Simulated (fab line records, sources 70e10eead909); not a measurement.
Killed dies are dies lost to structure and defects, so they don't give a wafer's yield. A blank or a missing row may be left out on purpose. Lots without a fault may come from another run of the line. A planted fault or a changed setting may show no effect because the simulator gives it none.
Which tool did it? | flow nand_harc | 24 lots, 72 wafers sampled, at 3 steps of a route of 1302

WHAT THE GAUGES READ, wafer by wafer
NHARC_A_BLC_INSPECT_12. Usual: raw_defect_count 82, standard deviation 37.
lot  | measured     | on                | raw_defect_count | flag
L074 | day 22 08:25 | defect_inspect-02 | 98 99 100        |
L075 | day 23 00:13 | defect_inspect-02 | 70 68 62         |
L076 | day 23 08:57 | defect_inspect-02 | 57 37 56         |
L077 | day 23 23:48 | defect_inspect-01 | 139 136 139      |
L078 | day 24 01:08 | defect_inspect-01 | 65 64 75         |
L080 | day 24 15:58 | defect_inspect-01 | 147 165 140      |
L079 | day 25 03:22 | defect_inspect-02 | 67 60 57         |
L081 | day 26 02:06 | defect_inspect-01 | 117 115 91       |
L082 | day 26 07:06 | defect_inspect-02 | 34 42 46         |
L083 | day 26 14:01 | defect_inspect-01 | 135 139 138      |
L084 | day 27 02:04 | defect_inspect-02 | 115 134 113      |
L085 | day 27 06:35 | defect_inspect-02 | 44 33 39         |
L086 | day 27 13:33 | defect_inspect-02 | 73 78 68         |
L088 | day 28 05:07 | defect_inspect-01 | 98 100 109       |
L087 | day 28 06:49 | defect_inspect-01 | 27 29 19         |
L089 | day 28 12:03 | defect_inspect-02 | 111 106 95       |
L091 | day 28 19:41 | defect_inspect-01 | 67 74 83         |
L090 | day 28 20:44 | defect_inspect-02 | 60 68 59         |
L092 | day 30 07:16 | defect_inspect-01 | 115 95 105       |
L093 | day 30 08:46 | defect_inspect-02 | 31 33 34         |
L094 | day 30 19:02 | defect_inspect-02 | 66 75 70         |
L095 | day 30 21:33 | defect_inspect-02 | 69 87 80         |
L096 | day 31 23:55 | defect_inspect-02 | 23 29 28         |
L097 | day 32 11:15 | defect_inspect-01 | 123 151 134      |

WHICH TOOL RAN EACH LOT (tool, then ch and the chambers of the sampled wafers, then the start)
lot  | NHARC_A_CONTACT_ETCH_139             | NHARC_A_CONTACT_CMP_20
L074 | har_cap_etch-02 ch 0,1, day 22 04:38 | cmp-01 ch 0,2,3, day 22 07:28
L075 | har_cap_etch-03 ch 0,1, day 22 20:20 | cmp-01 ch 1,2,3, day 22 23:12
L076 | har_cap_etch-02 ch 0,1, day 23 05:07 | cmp-03 ch 0,2,3, day 23 07:55
L077 | har_cap_etch-01 ch 0,1, day 23 19:54 | cmp-02 ch 0,1, day 23 22:44
L078 | har_cap_etch-03 ch 0,1, day 23 21:18 | cmp-01 ch 1,2,3, day 24 00:14
L080 | har_cap_etch-03 ch 0,1, day 24 12:14 | cmp-03 ch 2,3, day 24 14:58
L079 | har_cap_etch-01 ch 0,1, day 24 23:42 | cmp-01 ch 0,2,3, day 25 02:29
L081 | har_cap_etch-01 ch 0,1, day 25 22:01 | cmp-01 ch 0,1,2, day 26 01:05
L082 | har_cap_etch-01 ch 0,1, day 26 03:09 | cmp-02 ch 1,2,3, day 26 06:04
L083 | har_cap_etch-01 ch 0,1, day 26 10:16 | cmp-03 ch 0,1,2, day 26 12:59
L084 | har_cap_etch-02 ch 0,1, day 26 22:03 | cmp-01 ch 1,2, day 27 01:02
L085 | har_cap_etch-01 ch 0,1, day 27 02:38 | cmp-01 ch 0,3, day 27 05:40
L086 | har_cap_etch-01 ch 0,1, day 27 09:44 | cmp-02 ch 1,2, day 27 12:31
L088 | har_cap_etch-02 ch 0,1, day 28 00:31 | cmp-03 ch 0,2, day 28 04:07
L087 | har_cap_etch-01 ch 0,1, day 28 02:41 | cmp-02 ch 0,1,3, day 28 05:55
L089 | har_cap_etch-01 ch 0,1, day 28 07:38 | cmp-02 ch 0,1,3, day 28 11:03
L091 | har_cap_etch-03 ch 0,1, day 28 15:50 | cmp-01 ch 0,2,3, day 28 18:40
L090 | har_cap_etch-02 ch 0,1, day 28 16:55 | cmp-02 ch 0,1,2, day 28 19:50
L092 | har_cap_etch-02 ch 0,1, day 30 03:26 | cmp-03 ch 1,2,3, day 30 06:22
L093 | har_cap_etch-03 ch 0,1, day 30 04:50 | cmp-01 ch 1,3, day 30 07:46
L094 | har_cap_etch-03 ch 0,1, day 30 15:13 | cmp-02 ch 1,3, day 30 18:01
L095 | har_cap_etch-01 ch 0, day 30 17:54   | cmp-02 ch 0,1,3, day 30 20:42
L096 | har_cap_etch-01 ch 0,1, day 31 20:08 | cmp-01 ch 2,3, day 31 22:53
L097 | har_cap_etch-01 ch 0,1, day 32 07:26 | cmp-01 ch 0,3, day 32 10:11
- NHARC_A_CONTACT_ETCH_139: etches the open film in C4F8/O2/Ar, time 195 s, target depth 840 nm.
- NHARC_A_CONTACT_CMP_20: polishes, t overpolish 30 s, target thk 300 nm.

WHAT THE TOOLS THEMSELVES READ (means of the sampled wafers that have a number; where no wafer has one, the mark that the record gives instead)
NHARC_A_CONTACT_ETCH_139. Usual: oes_air_line_au 1.003 a.u., standard deviation 0.019.
lot  | tool            | oes_air_line_au (a.u.) | flag
L074 | har_cap_etch-02 | 1.015                  |
L075 | har_cap_etch-03 | 1.015                  |
L076 | har_cap_etch-02 | 0.998                  |
L077 | har_cap_etch-01 | 0.999                  |
L078 | har_cap_etch-03 | 0.989                  |
L080 | har_cap_etch-03 | 1.007                  |
L079 | har_cap_etch-01 | 1.003                  |
L081 | har_cap_etch-01 | 0.998                  |
L082 | har_cap_etch-01 | 1.004                  |
L083 | har_cap_etch-01 | 1.007                  |
L084 | har_cap_etch-02 | 1.011                  |
L085 | har_cap_etch-01 | 1.011                  |
L086 | har_cap_etch-01 | 0.994                  |
L088 | har_cap_etch-02 | 1.001                  |
L087 | har_cap_etch-01 | 1.011                  |
L089 | har_cap_etch-01 | 1.007                  |
L091 | har_cap_etch-03 | 1.005                  |
L090 | har_cap_etch-02 | 1.024                  |
L092 | har_cap_etch-02 | 0.987                  |
L093 | har_cap_etch-03 | 1.019                  |
L094 | har_cap_etch-03 | 1.013                  |
L095 | har_cap_etch-01 | 0.994                  |
L096 | har_cap_etch-01 | 0.988                  |
L097 | har_cap_etch-01 | 0.994                  |

NHARC_A_CONTACT_CMP_20. Usual: motor_current_A 12.3 A, standard deviation 1.3; overpolish_run_s 30.001 s, standard deviation 0.0086; time_to_endpoint_s 60 s, standard deviation 4.1.
lot  | tool   | motor_current_A (A) | overpolish_run_s (s) | time_to_endpoint_s (s) | flag
L074 | cmp-01 | 11.8                | 29.994               | 63                     |
L075 | cmp-01 | 12.0                | 29.988               | 58                     |
L076 | cmp-03 | 10.8                | 29.999               | 58                     |
L077 | cmp-02 | 13.8                | 30.009               | 62                     |
L078 | cmp-01 | 11.8                | 30.008               | 60                     |
L080 | cmp-03 | 10.3                | 29.997               | 64                     |
L079 | cmp-01 | 12.1                | 30.003               | 65                     |
L081 | cmp-01 | 11.4                | 29.999               | 61                     |
L082 | cmp-02 | 13.7                | 30.001               | 57                     |
L083 | cmp-03 | 10.9                | 30.001               | 59                     |
L084 | cmp-01 | 11.8                | 29.993               | 58                     |
L085 | cmp-01 | 12.8                | 30.003               | 63                     |
L086 | cmp-02 | 14.0                | 29.999               | 61                     |
L088 | cmp-03 | 10.3                | 29.998               | 57                     |
L087 | cmp-02 | 13.1                | 30.008               | 65                     |
L089 | cmp-02 | 13.2                | 30.004               | 63                     |
L091 | cmp-01 | 12.0                | 30.007               | 59                     |
L090 | cmp-02 | 13.6                | 29.988               | 58                     |
L092 | cmp-03 | 11.1                | 29.998               | 58                     |
L093 | cmp-01 | 13.0                | 30.000               | 61                     |
L094 | cmp-02 | 13.5                | 30.008               | 60                     |
L095 | cmp-02 | 13.1                | 30.001               | 61                     |
L096 | cmp-01 | 12.7                | 29.998               | 62                     |
L097 | cmp-01 | 12.1                | 29.999               | 62                     |

THE ANSWER, worked out from the rows above alone
Rule: a lot is off if the mean of its wafers that have a number lies more than 3 standard deviations from the usual mean. A lot without any number at a reading at which 4 lots or more have one is off too. The other lots that the step has rows for count as sound. The gauges are gone through in route order, then the tools' own readings, and for those a lot's mean is taken as printed above. The first step at which some lot is off is used, and at that step the reading that is off furthest; a lot without a number counts as furthest.
No lot is off at any reading shown: from this, nothing can be told.

WHAT THE SIMULATOR HAD PUT IN
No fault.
